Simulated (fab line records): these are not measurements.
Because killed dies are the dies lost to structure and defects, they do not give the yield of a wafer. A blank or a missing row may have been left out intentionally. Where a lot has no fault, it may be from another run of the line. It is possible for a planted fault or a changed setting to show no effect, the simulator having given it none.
Chamber matching + flow n5_finfet + pecvd-04 running N5_BEOL_M11_DEP_56: 3 sister chambers
The step deposits SiCN from 3MS/NH3, target thk 30 nm, time 10.5 s. 6 wafers are shown with their chamber, then 8 later ones without.

WAFERS PAIRED WITH THEIR CHAMBERS
| wafer  | chamber | throttle_valve_pct (%) | showerhead_plenum_p_Torr (Torr) |
|--------|---------|------------------------|---------------------------------|
| L082.6 | 1       | 20.3                   | 4.182                           |
| L085.6 | 2       | 18.0                   | 4.175                           |
| L091.1 | 2       | 18.3                   | 4.149                           |
| L091.3 | 0       | 18.7                   | 4.192                           |
| L091.4 | 0       | 18.8                   | 4.206                           |
| L094.2 | 1       | 20.3                   | 4.178                           |

WAFERS WITH NO CHAMBER GIVEN
| wafer  | throttle_valve_pct (%) | showerhead_plenum_p_Torr (Torr) |
|--------|------------------------|---------------------------------|
| L094.5 | 18.7                   | 4.203                           |
| L094.6 | 20.1                   | 4.179                           |
| L093.1 | 18.9                   | 4.201                           |
| L093.4 | 18.4                   | 4.164                           |
| L093.5 | 18.7                   | 4.196                           |
| L096.4 | 18.8                   | 4.199                           |
| L096.5 | 20.1                   | 4.190                           |
| L096.6 | 18.2                   | 4.162                           |

WHICH CHAMBER EACH WENT THROUGH
| wafer  | from the rows above | in truth |
|--------|---------------------|----------|
| L094.5 | 0                   | 0        |
| L094.6 | 1                   | 1        |
| L093.1 | 0                   | 0        |
| L093.4 | 2                   | 2        |
| L093.5 | 0                   | 0        |
| L096.4 | 0                   | 0        |
| L096.5 | 1                   | 1        |
| L096.6 | 2                   | 2        |
Placed correctly: 8 of 8. Left unplaced by these rows: 0. Number placed wrongly: 0.
How it was worked out, from the rows above alone: a wafer's distance from a chamber is the root of the sum, over the readings, of the square of ((its reading less the chamber's mean) divided by the reading's scatter). The wafer belongs to the nearest chamber; if the next one is less than 2 further off, it can't be placed. For every chamber, the mean is computed from those of its wafers that are shown. How the scatter is found: for the shown wafers, subtract from each reading the mean of its chamber, square and add these, divide the total by (wafers less chambers), then take the root.
